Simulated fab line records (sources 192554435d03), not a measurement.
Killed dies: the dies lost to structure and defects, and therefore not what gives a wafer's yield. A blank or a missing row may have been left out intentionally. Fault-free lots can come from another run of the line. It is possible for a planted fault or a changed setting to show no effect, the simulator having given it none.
A struck lot beside a sound one -- flow n5_finfet -- 37 steps out of a route of 1938
Sound: these wafers, L914.1, L914.5, L914.6. Wafers struck: L932.1, L932.3, L932.5. Last of all comes the cause.
For every step that has rows: the tool of each side, followed by ch and its chambers, followed by its first start. Under that, the readings that differ: sound wafers -- struck wafers -- difference of the means -- sigmas: that difference in standard deviations of wafers without a fault.
alike: readings whose means differ by less than 2 such deviations, and words and numbers that are the same on both sides. not compared: withheld readings, readings that some wafer has no value for, bounds like >300 that may hide the same value, and numbers for which the record gives no deviation and whose values overlap.
Wherever a step has rows on one side only, a row that says differs or no value, or a row with sigmas, the two part there. Numbers that have no deviation but don't overlap get no sigmas and don't part them. A reading missing from all wafers of one side parts the sides only when that side holds two or more wafers.

first, 9 steps without rows for these wafers: N5_SDB_EBR_07; N5_SDB_SOFTBAKE_06 (time 60 s); N5_SDB_EXPOSE_08 (exposes mask SDB); N5_SDB_PEB_09 (peb time 60 s); N5_SDB_DEVELOP_10 (develop time 30 s); N5_SDB_DESCUM_16 (chemistry O2, time 7.9 s); N5_SDB_ETCH_17 (etches SiARC in CF4, target depth 23.4 nm, time 39 s); N5_SDB_ETCH_18 (etches SOC in N2/H2, target depth 100 nm, overetch 20 nm, time 150 s); N5_SDB_STRIP_19 (strips in N2/H2).
N5_SDB_STRIP_21: strips in CF4.
  sound on rie_diel-06 ch 0,2,3, day 4 00:35; struck on rie_diel-06 ch 1,2,3, day 8 14:52
  alike: chamber_pressure_mTorr, drypump_motor_current_A, oes_product_au, rf_fwd_power_W, rf_vpp_V, showerhead_plenum_p_Torr, throttle_valve_pct
  not compared: rf_hours_counter_h
then, 26 steps without rows for these wafers: N5_SDB_HM_OPEN_20 (chemistry CH3F/O2, target SiNx, stops on poly-Si, target depth 24 nm); N5_SDB_STRIP_22 (strips in N2/H2); N5_SDB_PRECLEAN_23 (cleans in dHF, time 30 s); N5_SDB_DUMMY_REMOVE_24 (chemistry TMAH, target poly-Si, stops on SiO2, target depth 142 nm, time 57 s, rinse time 30 s); N5_SDB_ETCH_25 (etches SiO2 in C4F6/O2, target depth 10 nm, time 3.3 s); N5_SDB_CUT_ETCH_26 (etches Si in HBr/Cl2/O2, target depth 129.6 nm, bt time 20 s, time 51.8 s); N5_SDB_PRECLEAN_38 (cleans in dHF, time 10 s); N5_SDB_PRECLEAN_39 (cleans in O3/DIW, time 45 s); N5_SDB_SRD_28 (time 30 s); N5_SDB_ALD_29 (deposits SiNx, target thk 30 nm, pulse time 1 s, ald cycles 600); N5_SDB_CMP_30 (polishes, stops on poly-Si, t overpolish 1.54 s, target thk 30 nm); N5_DUMMY_REMOVAL_HM_STRIP_01 (strips SiNx in CH3F/O2, stops on poly-Si, target depth 4 nm, time 6.8 s); N5_DUMMY_REMOVAL_STRIP_10 (strips in N2/H2, time 40 s); N5_DUMMY_REMOVAL_PRECLEAN_07 (cleans in dHF, time 30 s); N5_DUMMY_REMOVAL_DUMMY_REMOVE_02 (chemistry TMAH, target poly-Si, stops on SiO2, target depth 142 nm, time 57 s, rinse time 30 s); N5_DUMMY_REMOVAL_PRECLEAN_08 (cleans in NF3:NH3, afs cycles 2, time 20 s, sublimation time 60 s); N5_DUMMY_REMOVAL_PRECLEAN_04 (cleans in DHF, time 37 s); N5_DUMMY_REMOVAL_SRD_05 (time 30 s); N5_HKMG_FIN_IL_REGROW_00 (material SiO2, chemistry O3, target thk 0.75 nm, time 30 s); N5_HKMG_FIN_HK_ALD_01 (deposits HfO2, target thk 1.6 nm, pulse time 3 s, purge time 3 s); N5_HKMG_FIN_HK_ANNEAL_02 (time 30 s); N5_HKMG_FIN_ALD_74 (deposits La2O3, target thk 0.5 nm, pulse time 6 s, co reactant pulse time 1 s); N5_HKMG_FIN_ALD_75 (deposits Al2O3, target thk 1 nm, co reactant pulse time 1 s); N5_HKMG_FIN_COAT_41 (time 60 s, resist thk 300 nm); N5_HKMG_FIN_COAT_42 (time 60 s, resist thk 35 nm); N5_HKMG_FIN_COAT_43 (resist thk 90 nm).
-- record jumps: 9 days separate the struck wafers' starts on either side; left off in module HKMG_FIN, taken up again in module PASSIVATION, whose first shown step is the route's number 1936 --
N5_PASSIVATION_PROBE_49:
  sound on prober-01 at day 11 23:18; struck on prober-01 at day 17 10:58
reading,sound,struck,difference,sigmas
defect_limited_yield (%),92.8 91.4 91.4,87.7 77.9 85.4,-8.2,-5
killed_at_front_end,31 25 28,84 198 93,+97,+9
killed_dies,85 102 102,145 261 172,+96,+6
killed_on_rim,10 13 10,29 26 31,+18,+4
sort_bin_5_function (%),4.1 5.6 5.6,6.8 13.0 7.7,+4.1,+4
sort_n_pass,1095 1078 1078,1035 919 1008,-96,-6
sort_yield_pct (%),92.8 91.4 91.4,87.7 77.9 85.4,-8.2,-5
  alike: killed_at_M0_to_M3, killed_at_M4_up, killed_at_contacts, killed_at_other, killed_open, killed_short, sort_bin_6_memory

WHERE THEY PART
Only at N5_PASSIVATION_PROBE_49, within this record.

WHY: the cause the simulator had injected
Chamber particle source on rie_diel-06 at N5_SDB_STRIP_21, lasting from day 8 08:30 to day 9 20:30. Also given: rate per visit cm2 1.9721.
